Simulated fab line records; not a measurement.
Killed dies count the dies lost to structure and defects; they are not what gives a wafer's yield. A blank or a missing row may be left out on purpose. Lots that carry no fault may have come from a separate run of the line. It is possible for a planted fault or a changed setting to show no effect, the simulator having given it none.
Which tool is to blame? + flow n5 finfet + Sampling: 12 lots, 36 wafers, 2 of 1938 route steps

== WHAT THE GAUGES SHOWED, per wafer ==
N5_BEOL_M8_RS_MEAS_57: uses a four-point probe to measure.
| lot  | measured     | on            | M8_RS (ohm/sq)    |
|------|--------------|---------------|-------------------|
| L074 | day 10 01:43 | film metro-02 | 0.281 0.282 0.283 |
| L077 | day 11 03:45 | film metro-02 | 0.278 0.293 0.280 |
| L079 | day 11 07:35 | film metro-01 | 0.281 0.279 0.275 |
| L081 | day 11 14:20 | film metro-02 | 0.282 0.282 0.275 |
| L083 | day 12 01:34 | film metro-01 | 0.282 0.282 0.280 |
| L084 | day 12 07:59 | film metro-01 | 0.280 0.286 0.287 |
| L089 | day 13 19:53 | film metro-02 | 0.267 0.286 0.286 |
| L086 | day 13 21:39 | film metro-01 | 0.300 0.287 0.282 |
| L091 | day 15 07:30 | film metro-02 | 0.289 0.277 0.272 |
| L092 | day 15 16:40 | film metro-02 | 0.269 0.276 0.268 |
| L096 | day 16 11:30 | film metro-01 | 0.278 0.286 0.283 |
| L097 | day 16 16:22 | film metro-02 | 0.287 0.280 0.291 |

== EACH LOT AND THE TOOL THAT RAN IT (in order: tool; ch and the chambers of the sampled wafers; start) ==
| lot  | N5_BEOL_M8_SURFACE_TREAT_79  |
|------|------------------------------|
| L074 | pvd sputter-03, day 10 00:08 |
| L077 | pvd sputter-01, day 11 02:27 |
| L079 | pvd sputter-02, day 11 06:25 |
| L081 | pvd sputter-01, day 11 12:37 |
| L083 | pvd sputter-03, day 12 00:20 |
| L084 | pvd sputter-02, day 12 06:40 |
| L089 | pvd sputter-03, day 13 18:46 |
| L086 | pvd sputter-02, day 13 20:20 |
| L091 | pvd sputter-02, day 15 06:00 |
| L092 | pvd sputter-02, day 15 12:55 |
| L096 | pvd sputter-03, day 16 10:20 |
| L097 | pvd sputter-02, day 16 14:59 |
- N5_BEOL_M8_SURFACE_TREAT_79

== THE ANSWER, worked out from the rows above alone ==
Rule: the usual values come from the lots themselves. Put in order of their means at a reading, lots are off if they are a third of the lots or fewer, leave a main group of 4 or more, and stand apart from it by a gap of 3 or more times the standard deviation of the main group's means; of several such gaps the widest counts. A main group is skipped when, at the precision printed for the reading in the tables above, its means are all equal. A lot without any number at a reading at which 4 lots or more have one is off too. All remaining lots with rows at the step are treated as sound.
No lot is off at any reading shown: from this, nothing can be told.

== WHAT THE SIMULATOR HAD PUT IN ==
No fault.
